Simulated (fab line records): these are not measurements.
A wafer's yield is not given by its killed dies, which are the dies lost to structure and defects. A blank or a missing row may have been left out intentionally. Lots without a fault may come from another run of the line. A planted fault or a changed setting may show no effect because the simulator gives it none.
fab line records -- flow nand_harc
record lots=6, wafers=17, last_day=32
route steps=1302 shown A_CHANNEL_HOLE_D1@484 A_CHANNEL_FILL_D1@490 END@1302
lots that met no fault: from a run of the same line without faults
start_h: hours from the record's opening day to when the first of the lot's shown wafers began -- wait_h: time in hours since the lot's previous step -- " unchanged from the row above -- L1.1+2: one row covering several wafers at once -- - either no value or no given start -- * or withheld: withheld -- < > ~ a bound
route shown NAME@n: names a module that has steps shown in the file, with the first one's number in the route -- usual: mean/standard deviation taken from wafers without a fault -- same: alike in all rows -- chamber/n: place in a boat -- sites: the reading at each site -- _std_site: the values' standard deviation -- _edge_site: the outer-site mean with the inner-site mean subtracted -- radius_mm: for every site, how far away it sits from the centre of the wafer -- mask NAME#n: copy n -- behind: tool/chamber where the wafer was last shaped -- hold: what put the lot on hold/how long, in hours/how the hold closed -- device: names the non-switching transistor (n, p or np) -- end of line: the same wafers' tests at the end of the route -- where a step has no rows: the recipe by itself -- killed: count of dies lost to structure and defects at first sort (not the wafer's yield) -- map: the dies of a wafer, with x for killed, . for not killed, _ for no die there
set.NAME: the setting the step ran with; set.NAME@STEP: the setting that earlier step ran with -- model.NAME: the simulator's own value behind a step, which no gauge read
lots at selected steps of the route; one table per step, one row per wafer
services: when a tool's chamber went out of use (start_h, in hours from the record's first day, below 0 if earlier), for how many hours, and the reason
## steps
# step NHARC_A_CHANNEL_HOLE_D1_STRIP_27
# recipe o2_flow_sccm=500, ar_flow_sccm=0, bias_w=0, chemistry=O2
# usual drypump_motor_current_A=5.7/0.43, oes_product_au=1.000/0.015, rf_vpp_V=57.7/0.92, showerhead_plenum_p_Torr=3.51/0.14, throttle_valve_pct=17.036/0.0099
lot.wafer,tool,chamber,start_h,wait_h,drypump_motor_current_A,oes_product_au,rf_hours_counter_h,rf_vpp_V,showerhead_plenum_p_Torr,throttle_valve_pct
L760.2,rie_diel-01,3,-,-,5.4,0.999,14,58.7,3.73,17.057
L760.1,rie_diel-01,0,-,-,6.3,1.024,13,57.2,3.42,17.039
L760.4,rie_diel-01,1,-,-,5.5,1.010,13,57.3,3.56,17.033
L769.1,rie_diel-01,1,-,-,5.6,0.993,6,58.2,3.55,17.021
L769.2,rie_diel-01,0,-,-,6.3,1.028,7,57.7,3.42,17.032
L769.5,rie_diel-01,1,-,-,5.5,0.980,-,57.5,3.55,17.022
L771.3,rie_diel-01,0,-,-,6.3,1.018,8,58.3,3.42,17.026
L771.2,rie_diel-01,1,-,-,5.5,0.996,7,57.4,3.55,17.016
L771.6,rie_diel-01,1,-,-,5.5,0.987,-,57.7,3.55,17.038
L774.3,rie_diel-08,0,-,-,5.8,1.005,46,56.8,3.30,17.049
L774.2,rie_diel-08,2,-,-,5.9,0.983,45,58.6,3.63,17.040
L781.2,rie_diel-01,1,-,-,5.5,0.990,3,57.3,3.55,17.040
L781.1,rie_diel-01,3,-,-,5.4,1.013,3,57.3,3.72,17.021
L781.5,rie_diel-01,1,-,-,5.6,0.998,-,57.7,3.55,17.038
L782.2,rie_diel-01,1,-,-,5.6,0.988,3,58.0,3.54,17.040
L782.5,rie_diel-01,2,-,-,5.3,0.976,-,56.5,3.35,17.031
L782.6,rie_diel-01,1,-,-,5.6,0.996,-,57.1,3.54,17.030
# step NHARC_A_CHANNEL_HOLE_D1_PRECLEAN_28
# recipe time_s=*, temp_c=50, bath_age_min=0, chemistry=SC1
# step NHARC_A_CHANNEL_HOLE_D1_SRD_29
# step NHARC_A_CHANNEL_HOLE_D1_CD_MEAS_30
# usual cd_nm=90.4/1.4
lot.wafer,tool,chamber,start_h,wait_h,cd_nm
L760.1,cd_sem-03,-,192.33,-,91.6
L760.2,cd_sem-03,-,192.33,-,91.1
L760.4,cd_sem-03,-,192.33,-,91.1
L769.1,cd_sem-02,-,285.44,0.1,90.1
L769.2,cd_sem-02,-,285.44,0.1,90.7
L769.5,cd_sem-02,-,285.44,0.1,92.0
L771.2,cd_sem-02,-,295.89,-,91.6
L771.3,cd_sem-02,-,295.89,-,90.2
L771.6,cd_sem-02,-,295.89,-,91.0
L774.2,cd_sem-02,-,336.02,-,88.6
L774.3,cd_sem-02,-,336.02,-,90.1
L781.1,cd_sem-03,-,402.20,-,89.2
L781.2,cd_sem-03,-,402.20,-,89.9
L781.5,cd_sem-03,-,402.20,-,88.7
L782.2,cd_sem-02,-,409.26,-,89.6
L782.5,cd_sem-02,-,409.26,-,91.7
L782.6,cd_sem-02,-,409.26,-,89.7
# step NHARC_A_CHANNEL_HOLE_D1_XSEM_31
# recipe landing_energy_ev=35000
# usual bot_cd_nm=74.9/1.6, bow_nm=8.78/0.28, tilt_deg=0.07/0.034
# same landing_energy_ev=35000
lot.wafer,tool,chamber,start_h,wait_h,bot_cd_nm,bow_nm,tilt_deg
L760.1,xsem-01,0,192.42,0.1,76.5,9.36,0.04
L760.2,xsem-01,0,192.42,0.1,75.0,9.30,0.04
L760.4,xsem-01,0,192.42,0.1,75.7,9.32,0.04
L769.1,xsem-02,0,285.53,0.1,75.1,8.39,0.15
L769.2,xsem-02,0,285.53,0.1,75.9,8.31,0.14
L769.5,xsem-02,0,285.53,0.1,76.6,8.39,0.14
L771.2,xsem-02,0,295.99,0.1,76.0,8.55,0.12
L771.3,xsem-02,0,295.99,0.1,74.2,8.72,0.12
L771.6,xsem-02,0,295.99,0.1,75.7,8.67,0.12
L774.2,xsem-01,0,336.11,0.1,72.3,8.44,0.09
L774.3,xsem-01,0,336.11,0.1,74.0,8.34,0.09
L781.1,xsem-02,0,402.29,0.1,74.4,8.59,0.07
L781.2,xsem-02,0,402.29,0.1,75.9,8.63,0.07
L781.5,xsem-02,0,402.29,0.1,74.5,8.63,0.07
L782.2,xsem-01,0,409.35,0.1,74.3,8.96,0.11
L782.5,xsem-01,0,409.35,0.1,76.3,8.94,0.11
L782.6,xsem-01,0,409.35,0.1,73.4,8.96,0.11
# step NHARC_A_CHANNEL_HOLE_D1_INSPECT_40
# usual raw_defect_count=68/22
lot.wafer,tool,chamber,start_h,wait_h,raw_defect_count
L760.1,defect_inspect-02,-,192.51,-,58
L760.2,defect_inspect-02,-,192.51,-,51
L760.4,defect_inspect-02,-,192.51,-,50
L769.1,defect_inspect-01,-,285.63,-,49
L769.2,defect_inspect-01,-,285.63,-,70
L769.5,defect_inspect-01,-,285.63,-,93
L771.2,defect_inspect-02,-,296.08,-,113
L771.3,defect_inspect-02,-,296.08,-,79
L771.6,defect_inspect-02,-,296.08,-,87
L774.2,defect_inspect-02,-,336.20,-,86
L774.3,defect_inspect-02,-,336.20,-,76
L781.1,defect_inspect-02,-,402.39,-,41
L781.2,defect_inspect-02,-,402.39,-,58
L781.5,defect_inspect-02,-,402.39,-,52
L782.2,defect_inspect-02,-,409.45,-,67
L782.5,defect_inspect-02,-,409.45,-,79
L782.6,defect_inspect-02,-,409.45,-,79
# step NHARC_A_CHANNEL_FILL_D1_PRECLEAN_00
# recipe time_s=*, temp_c=50, bath_age_min=0, chemistry=SC1
# step NHARC_A_CHANNEL_FILL_D1_SRD_01
# step NHARC_A_CHANNEL_FILL_D1_ALD_02
# recipe target_thk_a=60, pulse_time_s=10, ald_cycles=60, temp_c=300, material=SiO2
# step NHARC_A_CHANNEL_FILL_D1_ALD_03
# recipe target_thk_a=60, pulse_time_s=60, ald_cycles=58, temp_c=630, pressure_torr=2, material=SiNx
# usual ald_cycles=58/0, precursor_pulse_height_rel=1.001/0.021
lot.wafer,tool,chamber,start_h,wait_h,ald_cycles,precursor_pulse_height_rel
L760.1,ald_sin_batch-03,0,-,-,58,1.006
L760.2,ald_sin_batch-03,0,-,-,58,1.018
L760.4,ald_sin_batch-03,0,-,-,58,0.995
L769.1,ald_sin_batch-03,0,-,-,58,1.027
L769.2,ald_sin_batch-03,0,-,-,58,0.996
L769.5,ald_sin_batch-03,0,-,-,58,0.989
L771.2,ald_sin_batch-02,0,-,-,58,0.989
L771.3,ald_sin_batch-02,0,-,-,58,0.993
L771.6,ald_sin_batch-02,0,-,-,58,0.986
L774.2,ald_sin_batch-03,0,-,-,58,0.981
L774.3,ald_sin_batch-03,0,-,-,58,0.986
L781.1,ald_sin_batch-01,0,-,-,58,1.021
L781.2,ald_sin_batch-01,0,-,-,58,1.001
L781.5,ald_sin_batch-01,0,-,-,58,0.982
L782.2,ald_sin_batch-01,0,-,-,58,1.012
L782.5,ald_sin_batch-01,0,-,-,58,1.011
L782.6,ald_sin_batch-01,0,-,-,58,1.013
# step NHARC_A_CHANNEL_FILL_D1_ALD_14
# recipe target_thk_a=25, pulse_time_s=10, ald_cycles=25, temp_c=300, material=SiO2
# usual ald_cycles=25/0, heater_power_w=476/53, precursor_pulse_height_rel=1.003/0.021
lot.wafer,tool,chamber,start_h,wait_h,ald_cycles,heater_power_w,precursor_pulse_height_rel
L760.2,ald_hk-03,0,199.74,0.0,25,592,1.026
L760.1,ald_hk-03,2,199.74,0.0,25,378,0.994
L760.4,ald_hk-03,3,199.74,0.0,25,547,0.993
L769.2,ald_hk-01,2,292.89,0.0,25,498,1.035
L769.1,ald_hk-01,0,292.89,0.0,25,415,1.003
L769.5,ald_hk-01,2,292.89,0.0,25,509,0.996
L771.3,ald_hk-04,3,305.74,0.1,25,442,0.988
L771.2,ald_hk-04,1,305.74,0.1,25,474,1.017
L771.6,ald_hk-04,3,305.74,0.1,25,448,1.007
L774.2,ald_hk-03,1,343.45,0.0,25,423,0.995
L774.3,ald_hk-03,2,343.45,0.0,25,404,0.999
L781.2,ald_hk-01,3,409.67,0.1,25,418,1.013
L781.1,ald_hk-01,1,409.67,0.1,25,509,1.003
L781.5,ald_hk-01,3,409.67,0.1,25,405,1.000
L782.2,ald_hk-01,2,416.62,0.0,25,487,1.021
L782.5,ald_hk-01,2,416.62,0.0,25,482,1.027
L782.6,ald_hk-01,3,416.62,0.0,25,404,0.971
# step NHARC_A_CHANNEL_FILL_D1_ALD_15
# recipe target_thk_a=20, pulse_time_s=60, ald_cycles=19, temp_c=630, pressure_torr=2, material=SiNx
# usual ald_cycles=19/0, precursor_pulse_height_rel=1.002/0.018
lot.wafer,tool,chamber,start_h,wait_h,ald_cycles,precursor_pulse_height_rel
L760.1,ald_sin_batch-03,0,-,-,19,0.989
L760.2,ald_sin_batch-03,0,-,-,19,0.995
L760.4,ald_sin_batch-03,0,-,-,19,1.001
L769.1,ald_sin_batch-02,0,-,-,19,1.008
L769.2,ald_sin_batch-02,0,-,-,19,1.040
L769.5,ald_sin_batch-02,0,-,-,19,1.031
L771.2,ald_sin_batch-01,0,-,-,19,0.986
L771.3,ald_sin_batch-01,0,-,-,19,0.977
L771.6,ald_sin_batch-01,0,-,-,19,0.979
L774.2,ald_sin_batch-01,0,-,-,19,0.992
L774.3,ald_sin_batch-01,0,-,-,19,1.034
L781.1,ald_sin_batch-02,0,-,-,19,0.988
L781.2,ald_sin_batch-02,0,-,-,19,1.000
L781.5,ald_sin_batch-02,0,-,-,19,1.026
L782.2,ald_sin_batch-01,0,-,-,19,0.993
L782.5,ald_sin_batch-01,0,-,-,19,1.030
L782.6,ald_sin_batch-01,0,-,-,19,1.014
# step NHARC_A_CHANNEL_FILL_D1_ALD_16
# recipe target_thk_a=15, pulse_time_s=10, ald_cycles=15, temp_c=300, material=SiO2
# usual ald_cycles=15/0, heater_power_w=478/55, precursor_pulse_height_rel=1.001/0.018
lot.wafer,tool,chamber,start_h,wait_h,ald_cycles,heater_power_w,precursor_pulse_height_rel
L760.1,ald_hk-04,0,204.97,0.1,15,509,1.006
L760.4,ald_hk-04,1,204.97,0.1,15,481,1.004
L760.2,ald_hk-04,2,204.97,0.1,15,503,0.992
L769.2,ald_hk-01,0,298.95,0.9,15,424,0.990
L769.1,ald_hk-01,1,298.95,0.9,15,564,0.996
L769.5,ald_hk-01,1,298.95,0.9,15,563,0.987
L771.3,ald_hk-04,3,310.94,0.1,13,455,1.037
L771.2,ald_hk-04,0,310.94,0.1,15,515,1.006
L771.6,ald_hk-04,2,310.94,0.1,13,482,0.989
L774.2,ald_hk-04,2,348.63,0.0,15,489,1.006
L774.3,ald_hk-04,1,348.63,0.0,13,482,1.011
L781.2,ald_hk-04,2,414.83,0.0,15,492,0.999
L781.1,ald_hk-04,3,414.83,0.0,15,455,0.984
L781.5,ald_hk-04,3,414.83,0.0,15,462,0.972
L782.2,ald_hk-01,2,421.83,0.1,15,490,0.998
L782.5,ald_hk-01,0,421.83,0.1,15,425,0.968
L782.6,ald_hk-01,1,421.83,0.1,15,506,0.999
# step NHARC_A_CHANNEL_FILL_D1_ANNEAL_17
# recipe temp_c=850, time_s=1800
# step NHARC_END_SORT_01
# recipe temp_c=25
# usual killed_at_array=56/17, killed_at_other=1.2/1.4, killed_at_periphery=4/3.2, killed_dies=61/16, killed_open=3.6/2.1, killed_short=2.7/1.8
# same gross_dies=677
lot.wafer,tool,chamber,start_h,wait_h,killed_at_array,killed_at_other,killed_at_periphery,killed_dies,killed_open,killed_short
L769.1,prober-01,0,662.23,2.5,32,2,3,37,4,0
L769.2,prober-01,0,663.05,2.8,39,1,4,44,4,2
L769.5,prober-01,0,665.48,3.7,47,1,3,51,4,2
L771.2,prober-01,0,684.93,2.8,75,0,4,79,5,1
L771.3,prober-01,0,685.73,3.1,66,0,4,70,3,1
L771.6,prober-01,0,688.13,4.0,75,0,2,77,2,3
L774.2,prober-01,0,707.32,2.8,71,0,5,76,3,4
L774.3,prober-01,0,708.12,3.1,63,0,4,67,1,3
# killed by level:class
L769.1 A_CHANNEL_HOLE_D2:chamber_film_flake=14 A_CHANNEL_HOLE_D1:chamber_film_flake=6 A_STAIRCASE:chamber_film_flake=2 A_WL_FILL:chamber_film_flake=2 A_CONTACT:chamber_film_flake=2 A_M0:chamber_film_flake=2 THIN_TSV:chamber_film_flake=2 A_SOURCE_PLATE:geometric_particle:open=1
L769.2 A_CHANNEL_HOLE_D2:chamber_film_flake=16 A_CONTACT:chamber_film_flake=5 A_CHANNEL_HOLE_D1:chamber_film_flake=4 A_STAIRCASE:chamber_film_flake=4 P_M1:chamber_film_flake=2 A_SLIT:chamber_film_flake=2 P_M0:geometric_particle:open=1 A_CHANNEL_FILL_D1:geometric_particle:short=1
L769.5 A_CHANNEL_HOLE_D2:chamber_film_flake=20 A_STAIRCASE:chamber_film_flake=8 A_CHANNEL_HOLE_D1:chamber_film_flake=8 A_CONTACT:chamber_film_flake=4 A_M0:chamber_film_flake=2 P_CONTACT:geometric_particle:open=1 P_M0:geometric_particle:open=1 A_SOURCE_PLATE:geometric_particle:open=1
L771.2 A_SLIT:chamber_film_flake=31 A_CHANNEL_HOLE_D1:chamber_film_flake=23 A_CHANNEL_HOLE_D2:chamber_film_flake=11 A_ONON_D2:geometric_particle:open=2 P_M1:chamber_film_flake=2 A_DECK1_JOINT:chamber_film_flake=2 P_GATE:geometric_particle:short=1 P_CONTACT:geometric_particle:open=1
L771.3 A_CHANNEL_HOLE_D1:chamber_film_flake=23 A_SLIT:chamber_film_flake=20 A_CHANNEL_HOLE_D2:chamber_film_flake=11 A_ZERO_WELL:chamber_film_flake=3 P_ZERO_WELL:chamber_film_flake=2 A_STAIRCASE:chamber_film_flake=2 A_CONTACT:chamber_film_flake=2 P_M0:geometric_particle:open=1
L771.6 A_SLIT:chamber_film_flake=27 A_CHANNEL_HOLE_D1:chamber_film_flake=18 A_CHANNEL_HOLE_D2:chamber_film_flake=17 A_CONTACT:chamber_film_flake=3 A_ONON_D2:geometric_particle:short=2 A_DECK1_JOINT:chamber_film_flake=2 A_STAIRCASE:chamber_film_flake=2 A_DECK1_JOINT:geometric_particle:open=1
L774.2 A_CHANNEL_HOLE_D1:chamber_film_flake=29 A_CHANNEL_HOLE_D2:chamber_film_flake=26 P_GATE:chamber_film_flake=3 A_SLIT:chamber_film_flake=3 A_STAIRCASE:chamber_film_flake=3 A_WL_FILL:chamber_film_flake=2 P_GATE:geometric_particle:open=1 P_M0:geometric_particle:open=1
L774.3 A_CHANNEL_HOLE_D2:chamber_film_flake=27 A_CHANNEL_HOLE_D1:chamber_film_flake=24 A_CONTACT:chamber_film_flake=4 A_SLIT:chamber_film_flake=3 A_CHANNEL_FILL_D1:geometric_particle:short=2 P_M0:geometric_particle:open=1 A_CHANNEL_FILL_D2:geometric_particle:short=1 P_ZERO_WELL:chamber_film_flake=1
## services
tool,chamber,start_h,hours,kind
rie_diel-01,0,182.95,-,clean
rie_diel-01,1,182.95,-,clean
rie_diel-01,2,182.95,-,clean
rie_diel-01,3,182.95,-,clean
rie_diel-08,-,190.88,9.0,pm
ald_sin_batch-02,-,192.71,16.7,repair
ald_hk-03,-,193.69,0.8,repair
rie_diel-01,-,203.81,9.0,pm
rie_diel-01,0,203.81,9.0,vent_cycle
ald_hk-03,-,212.07,10.0,pm
rie_diel-01,2,230.95,4.5,repair
ald_hk-04,-,263.11,10.0,pm
ald_sin_batch-02,-,266.00,26.0,pm
ald_hk-03,-,277.52,0.6,repair
ald_hk-04,-,287.47,0.3,repair
rie_diel-08,2,342.26,1.4,repair
rie_diel-01,1,362.21,11.3,repair
rie_diel-01,0,365.42,132.0,repair
rie_diel-08,-,367.88,9.0,pm
xsem-01,-,374.00,14.0,pm
rie_diel-01,-,380.81,9.0,pm
ald_hk-01,-,381.45,0.9,repair
ald_sin_batch-03,-,397.26,18.5,repair
rie_diel-01,1,419.37,3.8,repair
## key
first_sign step=NHARC_A_CHANNEL_FILL_D1_ALD_16, reading=ald_cycles, direction=down, sigmas=99+, usual=15, struck=13
effect none on later readings
met_at NHARC_A_CHANNEL_FILL_D1_ALD_16
struck_wafers L771.3,L771.6,L774.3
tester_left_out L771,L774
onset_between 204.97 310.94
fault kind=process_parameter_drift, tool=ald_hk-04, chamber=-, onset_h=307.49, steps=NHARC_A_CHANNEL_FILL_D1_ALD_16, channel=ald_cycles, offset=-2, shape=step, end_h=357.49, scope=struck_wafers_only, acts_in=these_recipes_only, stated=15
# tester_left_out: of these lots the tester's yield and bins aren't shown, on N5 and GAA mostly nor the transistor test; their killed dies are dies lost to structure and defects alone, not to doping, threshold or leakage, so they don't give the yield
